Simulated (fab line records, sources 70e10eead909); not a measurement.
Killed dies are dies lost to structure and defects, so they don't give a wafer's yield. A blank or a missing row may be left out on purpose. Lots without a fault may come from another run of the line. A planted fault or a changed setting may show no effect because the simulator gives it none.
fab line records | flow nand_harc
record lots=13 wafers=39 last_day=24
route steps=1159 shown A_SLIT@792 A_WL_FILL@809 END@1159
lots that met no fault: from a run of the same line without faults
start_h: hours from the record's first day to the start of the lot's first wafer shown | wait_h: hours since the lot's step before | " the same as in the row above | L1.1+2: a row that stands for several wafers | - no value, or no start given | * or withheld: withheld | < > ~ a bound
route shown NAME@n: a module of which the file shows steps, and the number in the route of the first | usual: mean/standard deviation of fault-free wafers | same: alike in all rows | chamber/n: place in a boat | sites: the reading at each site | _std_site: their standard deviation | _edge_site: outer sites' mean less inner sites' | radius_mm: how far each site lies from the wafer's centre | mask NAME#n: copy n | behind: the tool/chamber that last shaped the wafer | hold: why the lot was held/for how many hours/how that ended | device: the transistor (n, p or np) that didn't switch | end of line: the same wafers' tests at the end of the route | a step without rows: its recipe alone | killed: dies lost to structure and defects at the first sort, not the wafer's yield | map: a wafer's dies, x killed, . not, _ none there
set.NAME: the setting as run; set.NAME@STEP: as run at that earlier step | model.NAME: the simulator's own value behind a step, which no gauge read
steps of the route over a sample of lots; a table a step, a row a wafer
services: from which hour (start_h, from the record's first day; less than 0 if before it) a tool's chamber was out of use, for how many hours, and why
## steps
# step NHARC_A_SLIT_INSPECT_11
# usual raw_defect_count=22/9.1
# columns lot.wafer tool chamber start_h wait_h raw_defect_count
L452.1 defect_inspect-02 - 329.26 0.0 27
L452.5 " - " " 25
L452.6 " - " " 17
L449.1 defect_inspect-01 - 329.43 0.0 20
L449.5 " - " " 18
L449.6 " - " " 32
L451.2 defect_inspect-02 - 329.58 0.0 15
L451.3 " - " " 14
L451.5 " - " " 16
L450.2 defect_inspect-01 - 331.24 0.0 18
L450.4 " - " " 27
L450.6 " - " " 16
L457.1 defect_inspect-02 - 374.97 0.0 16
L457.2 " - " " 23
L457.5 " - " " 17
L460.1 defect_inspect-01 - 391.34 0.0 11
L460.3 " - " " 9
L460.6 " - " " 10
L462.1 defect_inspect-02 - 402.92 0.0 28
L462.2 " - " " 39
L462.4 " - " " 25
L464.1 defect_inspect-01 - 414.71 0.0 42
L464.3 " - " " 31
L464.6 " - " " 31
L466.1 defect_inspect-01 - 429.23 0.0 7
L466.2 " - " " 6
L466.4 " - " " 12
L465.1 defect_inspect-02 - 436.88 0.0 37
L465.5 " - " " 33
L465.6 " - " " 20
L469.1 defect_inspect-01 - 451.55 0.0 39
L469.2 " - " " 49
L469.3 " - " " 31
L470.2 defect_inspect-01 - 451.92 0.0 19
L470.4 " - " " 21
L470.6 " - " " 12
L471.1 defect_inspect-02 - 464.24 0.0 17
L471.3 " - " " 19
L471.5 " - " " 17
# step NHARC_A_WL_FILL_ALD_00
# recipe target_thk_a=30 pulse_time_s=3 ald_cycles=30 temp_c=300 material=Al2O3
# usual heater_power_w=492/69 precursor_pulse_height_rel=1.000/0.02
# columns lot.wafer tool chamber start_h wait_h heater_power_w precursor_pulse_height_rel
L452.1 ald_hk-01 0 340.86 0.1 422 0.987
L452.5 " 3 " " 604 0.980
L452.6 " 0 " " 420 0.974
L449.1 ald_hk-01 2 341.03 0.3 514 0.979
L449.5 " 1 " " 444 1.019
L449.6 " 2 " " 509 0.974
L451.2 ald_hk-01 3 341.19 0.4 599 1.013
L451.3 " 0 " " 427 0.958
L451.5 " 3 " " 605 0.992
L450.2 ald_hk-02 2 344.41 0.7 510 1.031
L450.4 " 3 " " 563 1.039
L450.6 " 3 " " 543 0.991
L457.2 ald_hk-03 1 388.15 0.1 500 1.002
L457.1 " 3 " " 388 0.994
L457.5 " 1 " " 492 0.995
L460.3 ald_hk-01 3 402.57 0.1 599 0.988
L460.1 " 0 " " 419 0.998
L460.6 " 2 " " 520 0.981
L462.1 ald_hk-01 2 417.15 0.9 526 1.017
L462.4 " 0 " " 388 0.999
L462.2 " 1 " " 432 1.043
L464.3 ald_hk-01 2 425.96 0.1 529 0.965
L464.1 " 0 " " 382 1.036
L464.6 " 1 " " 432 0.999
L466.1 ald_hk-02 1 440.28 0.2 550 1.011
L466.2 " 2 " " 507 1.003
L466.4 " 0 " " 413 1.012
L465.1 ald_hk-01 2 450.94 0.1 532 0.962
L465.6 " 1 " " 433 0.996
L465.5 " 2 " " 542 0.954
L470.2 ald_hk-01 2 466.28 1.8 532 1.038
L470.4 " 0 " " 374 0.989
L470.6 " 3 " " 588 1.001
L469.1 ald_hk-01 3 466.44 2.0 606 1.028
L469.2 " 0 " " 379 1.012
L469.3 " 1 " " 449 1.015
L471.1 ald_hk-01 2 475.36 0.1 521 1.000
L471.3 " 1 " " 455 0.996
L471.5 " 2 " " 541 1.005
# step NHARC_A_WL_FILL_RTA_01
# recipe temp_c=1000 time_s=5
# usual lamp_power_pct=26.0/2.9 lamp_zone_3_pct=26.0/2.9 wafer_temp_C_max=1003.2/0.92
# columns lot.wafer tool chamber start_h wait_h lamp_power_pct lamp_zone_3_pct wafer_temp_C_max
L452.1 rtp_anneal-02 0 341.10 - 23.2 23.2 1004.2
L452.5 " 0 " " 23.2 23.2 1005.3
L452.6 " 0 " " 23.2 23.1 1005.0
L449.1 rtp_anneal-01 0 341.27 - 28.9 28.9 1002.5
L449.5 " 0 " " 28.9 28.9 1003.3
L449.6 " 0 " " 28.9 28.9 1003.4
L451.2 rtp_anneal-02 0 341.46 - 23.1 23.1 1004.6
L451.3 " 0 " " 23.2 23.2 1002.8
L451.5 " 0 " " 23.1 23.1 1002.7
L450.2 rtp_anneal-02 0 344.71 - 23.1 23.2 1006.5
L450.4 " 0 " " 23.2 23.1 1003.8
L450.6 " 0 " " 23.1 23.1 1004.9
L457.1 rtp_anneal-02 0 388.38 - 23.1 23.1 1004.1
L457.2 " 0 " " 23.1 23.2 1003.7
L457.5 " 0 " " 23.2 23.1 1003.7
L460.1 rtp_anneal-02 0 403.02 - 23.2 23.1 1003.5
L460.3 " 0 " " 23.2 23.1 1003.6
L460.6 " 0 " " 23.1 23.2 1002.4
L462.1 rtp_anneal-02 0 417.63 - 23.1 23.2 1003.8
L462.2 " 0 " " 23.2 23.2 1003.1
L462.4 " 0 " " 23.1 23.1 1003.0
L464.1 rtp_anneal-01 0 426.19 - 28.9 28.9 1002.1
L464.3 " 0 " " 28.9 28.9 1001.7
L464.6 " 0 " " 28.9 28.9 1002.1
L466.1 rtp_anneal-01 0 440.72 - 28.9 28.9 1002.3
L466.2 " 0 " " 28.9 28.9 1003.0
L466.4 " 0 " " 28.9 28.8 1002.4
L465.1 rtp_anneal-02 0 451.19 - 23.2 23.2 1003.5
L465.5 " 0 " " 23.2 23.2 1002.5
L465.6 " 0 " " 23.2 23.2 1004.6
L470.2 rtp_anneal-01 0 466.58 - 28.9 28.9 1002.6
L470.4 " 0 " " 28.9 28.9 1002.8
L470.6 " 0 " " 28.9 28.9 1001.3
L469.1 rtp_anneal-02 0 466.70 - 23.1 23.2 1002.6
L469.2 " 0 " " 23.2 23.1 1004.3
L469.3 " 0 " " 23.1 23.2 1004.0
L471.1 rtp_anneal-01 0 475.78 - 28.9 28.9 1002.6
L471.3 " 0 " " 28.9 28.9 1003.5
L471.5 " 0 " " 28.9 28.9 1003.4
# step NHARC_A_WL_FILL_ETCHBACK_04
# recipe target_depth_a=600 time_s=120 chemistry=NF3
# usual chamber_pressure_mTorr=300.02/0.27 drypump_motor_current_A=5.7/0.35 oes_product_au=0.999/0.008
# columns lot.wafer tool chamber start_h wait_h chamber_pressure_mTorr drypump_motor_current_A oes_product_au rf_hours_counter_h
L452.1 rie_metal-03 0 346.43 2.4 300.04 6.0 0.993 0.9
L452.6 " 0 " " 300.13 6.0 1.008 -
L452.5 " 1 " " 299.89 5.7 0.992 -
L449.1 rie_metal-01 0 346.90 2.9 - - - -
L449.6 " 0 " " - - - -
L449.5 " 1 " " - - - -
L451.2 rie_metal-02 1 349.29 2.4 - - - -
L451.3 " 0 " " - - - -
L451.5 " 0 " " - - - -
L450.2 rie_metal-02 1 352.57 2.9 - - - -
L450.4 " 1 " " - - - -
L450.6 " 1 " " - - - -
L457.1 rie_metal-03 1 392.41 2.4 299.83 5.7 1.000 3.6
L457.2 " 0 " " 300.44 6.0 1.006 2.3
L457.5 " 1 " " 299.95 5.7 0.996 -
L460.1 rie_metal-02 0 410.69 2.3 299.47 4.9 1.016 0.4
L460.3 " 0 " " 300.01 4.9 1.012 -
L460.6 " 0 " " 299.64 4.9 1.012 -
L462.1 rie_metal-02 0 424.28 2.3 300.62 4.9 1.011 0.9
L462.2 " 1 " " 300.02 6.1 1.000 0.9
L462.4 " 1 " " 299.87 6.1 0.998 -
L464.1 rie_metal-01 0 430.51 2.8 300.27 5.7 0.997 2.8
L464.3 " 1 " " 300.47 5.5 0.994 -
L464.6 " 1 " " 299.72 5.5 1.011 -
L466.1 rie_metal-01 0 449.71 2.8 299.99 5.7 0.988 3.7
L466.2 " 1 " " 299.63 5.5 1.003 3.7
L466.4 " 0 " " 299.77 5.7 0.983 -
L465.1 rie_metal-01 1 457.21 2.4 300.14 5.5 1.024 3.9
L465.6 " 1 " " 299.91 5.5 1.003 -
L465.5 " 0 " " 299.88 5.7 0.997 -
L470.2 rie_metal-01 0 473.81 2.8 300.06 5.7 1.001 4.3
L470.4 " 1 " " 299.96 5.6 1.010 -
L470.6 " 0 " " 300.02 5.7 1.000 -
L469.2 rie_metal-02 0 475.07 2.9 300.12 4.9 1.004 2.3
L469.1 " 1 " " 299.95 6.1 1.000 2.3
L469.3 " 0 " " 299.55 4.9 1.001 -
L471.1 rie_metal-03 0 485.70 2.4 299.90 6.0 1.010 0.5
L471.3 " 0 " " 300.21 6.0 1.004 -
L471.5 " 0 " " 299.83 6.0 1.002 -
# step NHARC_END_SORT_01
# recipe temp_c=25
# usual killed_at_array=27/8 killed_at_other=0.8/1.2 killed_at_periphery=3.3/2.3 killed_dies=31/8.8 killed_open=3.2/2.1 killed_short=2.1/1.4
# same gross_dies=677
# columns lot.wafer tool chamber start_h wait_h killed_at_array killed_at_other killed_at_periphery killed_dies killed_open killed_short
L449.1 prober-02 0 461.54 2.5 677 0 0 677 3 3
L449.5 prober-02 0 464.76 3.7 677 0 0 677 5 1
L449.6 prober-02 0 465.56 4.0 674 1 2 677 2 3
L451.2 prober-01 0 462.30 2.8 668 0 9 677 3 3
L451.3 prober-01 0 463.10 3.1 669 0 8 677 5 2
L451.5 prober-01 0 464.72 3.7 667 0 10 677 4 5
L450.2 prober-01 0 470.12 2.8 674 1 2 677 3 2
L450.4 prober-01 0 471.74 3.4 673 0 4 677 0 6
L450.6 prober-01 0 473.36 4.0 674 0 3 677 6 5
# killed by level:class
L449.1 A_WL_FILL:area_etchback=644 A_STAIRCASE:chamber_film_flake=9 A_SLIT:chamber_film_flake=7 A_CONTACT:chamber_film_flake=5 A_CHANNEL_HOLE_D1:chamber_film_flake=3 A_SGD_CUT:chamber_film_flake=3 A_ONON_D1:geometric_particle:short=1 A_CONTACT:geometric_particle:open=1
L451.2 A_WL_FILL:area_etchback=641 A_SLIT:chamber_film_flake=11 P_STI:chamber_film_flake=6 A_STAIRCASE:chamber_film_flake=5 A_CHANNEL_HOLE_D1:chamber_film_flake=3 A_CONTACT:chamber_film_flake=3 P_CONTACT:geometric_particle:short=1 P_M0:geometric_particle:open=1
L451.3 A_WL_FILL:area_etchback=646 A_SLIT:chamber_film_flake=9 A_STAIRCASE:chamber_film_flake=5 P_GATE:chamber_film_flake=4 A_SGD_CUT:geometric_particle:open=2 A_CONTACT:geometric_particle:open=2 P_STI:chamber_film_flake=2 A_CHANNEL_HOLE_D1:chamber_film_flake=2
L451.5 A_WL_FILL:area_etchback=643 A_STAIRCASE:chamber_film_flake=9 A_SLIT:chamber_film_flake=7 P_STI:chamber_film_flake=5 P_M0:geometric_particle:open=2 A_WL_FILL:geometric_particle:short=2 A_CONTACT:geometric_particle:open=2 A_CONTACT:chamber_film_flake=2
L449.5 A_WL_FILL:area_etchback=642 A_CONTACT:chamber_film_flake=8 A_SLIT:chamber_film_flake=7 A_STAIRCASE:chamber_film_flake=4 A_SGD_CUT:chamber_film_flake=4 A_CONTACT:geometric_particle:open=3 A_CHANNEL_FILL_D1:chamber_film_flake=3 A_CHANNEL_HOLE_D1:chamber_film_flake=2
L449.6 A_WL_FILL:area_etchback=646 A_STAIRCASE:chamber_film_flake=7 A_SLIT:chamber_film_flake=6 A_CONTACT:chamber_film_flake=5 A_CHANNEL_FILL_D1:chamber_film_flake=2 A_SGD_CUT:chamber_film_flake=2 P_M0:geometric_particle:short=1 A_SOURCE_PLATE:geometric_particle:short=1
L450.2 A_WL_FILL:area_etchback=650 A_CHANNEL_HOLE_D1:chamber_film_flake=9 A_STAIRCASE:chamber_film_flake=7 A_CONTACT:geometric_particle:open=2 P_ZERO_WELL:chamber_film_flake=2 A_WL_FILL:geometric_particle:short=1 A_M0:geometric_particle:open=1 A_M1:geometric_particle:short=1
L450.4 A_WL_FILL:area_etchback=645 A_CHANNEL_HOLE_D1:chamber_film_flake=14 A_STAIRCASE:chamber_film_flake=4 P_ZERO_WELL:chamber_film_flake=3 A_CHANNEL_HOLE_D1:geometric_particle:short=2 A_WL_FILL:geometric_particle:short=2 A_ZERO_WELL:chamber_film_flake=2 A_ONON_D1:geometric_particle:short=1
L450.6 A_WL_FILL:area_etchback=650 A_CHANNEL_HOLE_D1:chamber_film_flake=10 A_STAIRCASE:chamber_film_flake=3 A_CONTACT:chamber_film_flake=3 P_M0:geometric_particle:open=2 A_M0:geometric_particle:open=2 P_M1:geometric_particle:short=1 A_CHANNEL_FILL_D1:geometric_particle:open=1
## services
# columns tool chamber start_h hours kind
rie_metal-03 0 320.76 19.5 repair
ald_hk-03 - 324.68 10.0 pm
rie_metal-01 - 332.00 9.0 pm
rie_metal-01 0 332.00 9.0 vent_cycle
rie_metal-01 1 332.00 9.0 vent_cycle
rie_metal-01 0 341.00 - clean
rie_metal-01 1 341.00 - clean
rie_metal-02 0 356.35 4.9 repair
rie_metal-02 - 388.00 9.0 pm
rie_metal-02 0 388.00 9.0 vent_cycle
rie_metal-02 1 388.00 9.0 vent_cycle
rie_metal-02 0 397.00 - clean
ald_hk-01 0 406.82 10.0 vent_cycle
ald_hk-01 2 406.82 10.0 vent_cycle
ald_hk-01 3 406.82 10.0 vent_cycle
rie_metal-01 - 407.74 3.7 repair
ald_hk-01 0 416.82 - clean
ald_hk-01 1 416.82 - clean
ald_hk-01 2 416.82 - clean
ald_hk-01 3 416.82 - clean
rie_metal-02 1 441.49 3.3 repair
ald_hk-03 - 448.05 0.7 repair
rie_metal-03 - 453.00 9.0 pm
ald_hk-02 - 464.63 10.0 pm
## key
first_sign step=NHARC_A_WL_FILL_ETCHBACK_04 reading=tool_record direction=missing
effect step=NHARC_END_SORT_01 reading=killed_at_array direction=up sigmas=81 usual=27 struck=673
more_kills_born_at NHARC_A_WL_FILL_ETCHBACK_04@rie_metal-02=3875 NHARC_A_WL_FILL_ETCHBACK_04@rie_metal-01=1931
met_at NHARC_A_WL_FILL_ETCHBACK_04
struck_lots L449,L450,L451
later_rows_left_out L449.1,L449.5,L449.6,L450.2,L450.4,L450.6,L451.2,L451.3,L451.5
tester_left_out L449,L450,L451
not_acting_at NHARC_A_SLIT_INSPECT_11,NHARC_A_WL_FILL_ALD_00,NHARC_A_WL_FILL_RTA_01
fault kind=skipped_step_whole tool=rie_metal-01,rie_metal-02 chamber=- onset_h=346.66 steps=NHARC_A_WL_FILL_ETCHBACK_04 scope=struck_lots_only
# tester_left_out: of these lots the tester's yield and bins aren't shown, on N5 and GAA mostly nor the transistor test; their killed dies are dies lost to structure and defects alone, not to doping, threshold or leakage, so they don't give the yield
# later_rows_left_out: the simulator's readings of these wafers behind a module that went badly wrong aren't trusted and aren't shown, but for the sort
